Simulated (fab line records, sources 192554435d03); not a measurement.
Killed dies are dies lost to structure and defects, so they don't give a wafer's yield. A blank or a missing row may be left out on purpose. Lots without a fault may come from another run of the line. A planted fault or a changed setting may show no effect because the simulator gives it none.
Which tool did it? | flow n5_finfet | 6 lots, 17 wafers sampled, at 2 steps of a route of 1938

WHAT THE GAUGES READ, wafer by wafer
N5_BEOL_M11_CD_MEAS_35: target cd 70 nm.
lot  | measured     | on        | cd_nm (nm)
L741 | day 11 01:12 | cd_sem-03 | 70.5 71.1 71.1
L744 | day 11 17:19 | cd_sem-01 | 69.5 69.8 69.3
L751 | day 13 04:56 | cd_sem-02 | 70.2 69.7
L753 | day 14 03:35 | cd_sem-01 | 70.4 70.3 69.7
L756 | day 15 00:41 | cd_sem-01 | 70.3 70.1 69.8
L761 | day 16 13:12 | cd_sem-03 | 69.5 69.4 69.3

WHICH TOOL RAN EACH LOT (tool, then ch and the chambers of the sampled wafers, then the start)
lot  | N5_BEOL_M11_ETCH_66
L741 | rie_diel-06 ch 1,2, day 11 00:38
L744 | rie_diel-01 ch 0,3, day 11 16:45
L751 | rie_diel-02 ch 1,3, day 13 04:23
L753 | rie_diel-02 ch 2,3, day 14 03:02
L756 | rie_diel-01 ch 0,1,2, day 15 00:07
L761 | rie_diel-06 ch 1,2,3, day 16 12:38
- N5_BEOL_M11_ETCH_66: etches SOC in N2/H2, target depth 120 nm, overetch 24 nm, time 180 s.

THE ANSWER, worked out from the rows above alone
Rule: what is usual is taken from the lots themselves. Put in order of their means at a reading, lots are off if they are a third of the lots or fewer, leave a main group of 4 or more, and stand apart from it by a gap of 3 or more times the standard deviation of the main group's means; of several such gaps the widest counts. A main group whose means are all the same, to the digits that the tables above print for the reading, isn't used. A lot without any number at a reading at which 4 lots or more have one is off too. The other lots that the step has rows for count as sound.
No lot is off at any reading shown: from this, nothing can be told.

WHAT THE SIMULATOR HAD PUT IN
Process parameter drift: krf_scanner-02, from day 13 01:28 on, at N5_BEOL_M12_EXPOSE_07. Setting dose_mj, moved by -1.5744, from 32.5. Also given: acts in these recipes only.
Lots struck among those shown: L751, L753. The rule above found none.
